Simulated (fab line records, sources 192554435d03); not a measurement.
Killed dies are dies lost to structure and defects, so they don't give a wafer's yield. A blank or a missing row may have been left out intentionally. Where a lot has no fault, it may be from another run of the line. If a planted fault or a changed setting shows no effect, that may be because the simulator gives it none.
Split-lot experiment ; flow n5 finfet ; on a route of 1938 steps: 7 lots, 39 wafers read

## ON THE SPLIT
At N5_BEOL_M8_PECVD_70 (deposits SiO2 from TEOS/O2, target thk 20 nm, time 22.7 s), the setting time s was moved away from the recipe's 22.7 s on 18 of the 39 wafers read, by -52.0% to +55.5%. All remaining wafers had this setting at the recipe value.

## FROM THE SPLIT TO THE READING: what the file shows between them, 3 steps
- N5_BEOL_M8_HM_DEP_02: deposits TiN, target thk 20 nm
- N5_BEOL_M8_COAT_59: time 60 s, resist thk 100 nm
- N5_BEOL_M8_STRIP_80: strips in N2/H2, time 10 s

## THE READING
SiO2_of_BEOL_M8_PECVD_70.thk nm (the simulator's own value, which no gauge read), in nm, at N5_BEOL_M8_HM_STRIP_39 (strips TiN in peroxide tin strip, target depth 25 nm, time 158 s). No usual value for it is given in the file. Average 19.9 nm, standard deviation 0.4 nm, over the 21 wafers here run with the recipe.

wafer;tool, chamber at the split;time s as run, s;against the recipe;SiO2_of_BEOL_M8_PECVD_70.thk nm, nm;against lot-mates on the recipe
L078.2;pecvd-03, 1;22.7;recipe;20;-
L078.3;pecvd-03, 0;22.7;recipe;19.2;-
L078.4;pecvd-03, 1;22.7;recipe;20.4;-
L076.1;pecvd-04, 1;17.03;-25.0%;14.4;-5.3
L076.2;pecvd-04, 0;22.7;recipe;19.2;-
L076.3;pecvd-04, 2;22.7;recipe;20.2;-
L076.4;pecvd-04, 0;22.7;recipe;19.6;-
L076.5;pecvd-04, 1;17.03;-25.0%;15;-4.7
L076.6;pecvd-04, 2;17.03;-25.0%;15.2;-4.5
L080.1;pecvd-03, 1;29.42;+29.6%;25.4;+5.4
L080.2;pecvd-03, 0;29.42;+29.6%;25;+5.0
L080.3;pecvd-03, 2;22.7;recipe;19.6;-
L080.4;pecvd-03, 0;29.42;+29.6%;25.6;+5.6
L080.5;pecvd-03, 2,1;22.7;recipe;20.2;-
L080.6;pecvd-03, 2,1;22.7;recipe;20.2;-
L082.1;pecvd-03, 2;35.29;+55.5%;30.2;+10.3
L082.2;pecvd-03, 1;22.7;recipe;20;-
L082.3;pecvd-03, 0;22.7;recipe;19.4;-
L082.4;pecvd-03, 2;22.7;recipe;20.2;-
L082.5;pecvd-03, 1;35.29;+55.5%;31;+11.1
L082.6;pecvd-03, 0;35.29;+55.5%;30.8;+10.9
L084.1;pecvd-04, 0;22.7;recipe;19.2;-
L084.2;pecvd-04, 2;22.7;recipe;19.8;-
L084.3;pecvd-04, 1;10.89;-52.0%;9.4;-10.4
L084.4;pecvd-04, 1;10.89;-52.0%;9.4;-10.4
L084.5;pecvd-04, 2;22.7;recipe;20.4;-
L084.6;pecvd-04, 0;10.89;-52.0%;9.8;-10.0
L092.1;pecvd-01, 2;18.89;-16.8%;16.2;-3.9
L092.2;pecvd-01, 1,0;18.89;-16.8%;16.6;-3.5
L092.3;pecvd-01, 1,0;18.89;-16.8%;16.8;-3.3
L092.4;pecvd-01, 1;22.7;recipe;20;-
L092.5;pecvd-01, 0;22.7;recipe;20.4;-
L092.6;pecvd-01, 2;22.7;recipe;19.8;-
L094.1;pecvd-03, 1;28.77;+26.7%;25.4;+5.4
L094.2;pecvd-03, 2;28.77;+26.7%;25;+5.0
L094.3;pecvd-03, 0;22.7;recipe;19.6;-
L094.4;pecvd-03, 0;22.7;recipe;20;-
L094.5;pecvd-03, 2;22.7;recipe;20.4;-
L094.6;pecvd-03, 1;28.77;+26.7%;25.6;+5.6
Rows listing several chambers each stand for several wafers; the file does not say which wafer went through which chamber.

THE FIT
A straight line over all 39 wafers: SiO2_of_BEOL_M8_PECVD_70.thk nm changes by +0.196 nm for each +1% of time s; r = +1.00; the points scatter about the line by 0.38 nm.
The same after taking each lot's own level away (the mean of its wafers on the recipe; 39 wafers): +0.195 nm for each +1%; r = +1.00; scatter 0.38 nm.
On that fit, the largest move of time s shifts the reading by 11 nm.
The span of the lots' own levels, 19.67 to 20.07 nm, comes to 1.0 times the standard deviation stated above.
So the lot-to-lot level changes the slope little: the two slopes agree.
Check: for one of the wafers moved furthest among these (+55.5%), held out of the fit, the line's prediction against its lot-mates is +10.8 nm. Against them it came out at +10.3 nm.

## ADDITIONAL SPLITS CARRIED BY THESE WAFERS
These wafers also went through other splits before the reading. Each is held against what the fit with the lots' levels taken away leaves over:
other split on the same wafers;wafers away from the commonest value;r with SiO2_of_BEOL_M8_PECVD_70.thk nm (lot level and that fit taken away)
N5_ZERO_LAYER_DEVELOP_10 develop time s;15;+0.13
N5_MOL_CONTACT_COAG_PRECLEAN_111 time s;12;+0.06
N5_BEOL_M0_SAQP_PECVD_03 time s;18;-0.07

## THE WHOLE CHAIN: every reading that the file lists as answering this split, in the file's order
step;what it does;reading;change (the file's fit);r (the file's)
N5_BEOL_M8_PECVD_70;deposits SiO2 from TEOS/O2, target thk 20 nm, time 22.7 s;SiO2_of_BEOL_M8_PECVD_70.thk nm (the simulator's own value, which no gauge read);+0.194 nm for each +1% of the setting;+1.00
N5_BEOL_M8_HM_STRIP_39;strips TiN in peroxide tin strip, target depth 25 nm, time 158 s;SiO2_of_BEOL_M8_PECVD_70.thk nm (the simulator's own value, which no gauge read);+0.195 nm for each +1% of the setting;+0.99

## THE FILE'S OWN FIT
SiO2_of_BEOL_M8_PECVD_70.thk nm changes by +0.195 nm for each +1% of time s, r = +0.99.
